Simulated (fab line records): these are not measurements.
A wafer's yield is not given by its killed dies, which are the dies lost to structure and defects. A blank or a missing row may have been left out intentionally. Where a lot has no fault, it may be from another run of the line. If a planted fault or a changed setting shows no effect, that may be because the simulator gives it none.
Chamber matching / flow nand-harc / NHARC_A_SGD_CUT_CMP_21 on cmp-03: 4 sister chambers
The step polishes, target thk 148.19 nm. 4 wafers are shown with their chamber, then 9 later ones without.

## WAFERS PAIRED WITH THEIR CHAMBERS
wafer=L086.2; chamber=3; motor-current-A (A)=12.0
wafer=L086.5; chamber=0; motor-current-A (A)=10.7
wafer=L087.5; chamber=1; motor-current-A (A)=11.8
wafer=L087.6; chamber=2; motor-current-A (A)=12.9

## WAFERS WHOSE CHAMBER IS MISSING
wafer=L088.3; motor-current-A (A)=9.9
wafer=L088.4; motor-current-A (A)=11.5
wafer=L088.6; motor-current-A (A)=10.7
wafer=L092.1; motor-current-A (A)=11.6
wafer=L092.3; motor-current-A (A)=11.3
wafer=L092.4; motor-current-A (A)=10.0
wafer=L095.2; motor-current-A (A)=11.5
wafer=L095.4; motor-current-A (A)=10.3
wafer=L095.6; motor-current-A (A)=11.7

## WHICH CHAMBER EACH ONE RAN IN
wafer=L088.3; from the rows above=0; in truth=0
wafer=L088.4; from the rows above=can't be placed: 1 or 3 or 0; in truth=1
wafer=L088.6; from the rows above=0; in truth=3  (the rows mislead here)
wafer=L092.1; from the rows above=can't be placed: 1 or 3 or 0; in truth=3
wafer=L092.3; from the rows above=can't be placed: 1 or 0 or 3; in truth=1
wafer=L092.4; from the rows above=0; in truth=0
wafer=L095.2; from the rows above=can't be placed: 1 or 3 or 0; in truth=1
wafer=L095.4; from the rows above=0; in truth=0
wafer=L095.6; from the rows above=can't be placed: 1 or 3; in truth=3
3 of 9 placed correctly. From these rows, 5 cannot be placed; in 5 the true chamber is one of the candidates. Number placed wrongly: 1.
How it was worked out, from the rows above alone: a wafer's distance from a chamber is the root of the sum, over the readings, of the square of ((its reading less the chamber's mean) divided by the reading's scatter). If the next closest chamber is less than 2 further off than the closest, the wafer can't be placed; otherwise it belongs to the closest. A chamber's mean is the mean of its shown wafers. The scatter: root of mean squared gap, hidden wafer to nearest shown wafer, with one shown wafer a chamber.
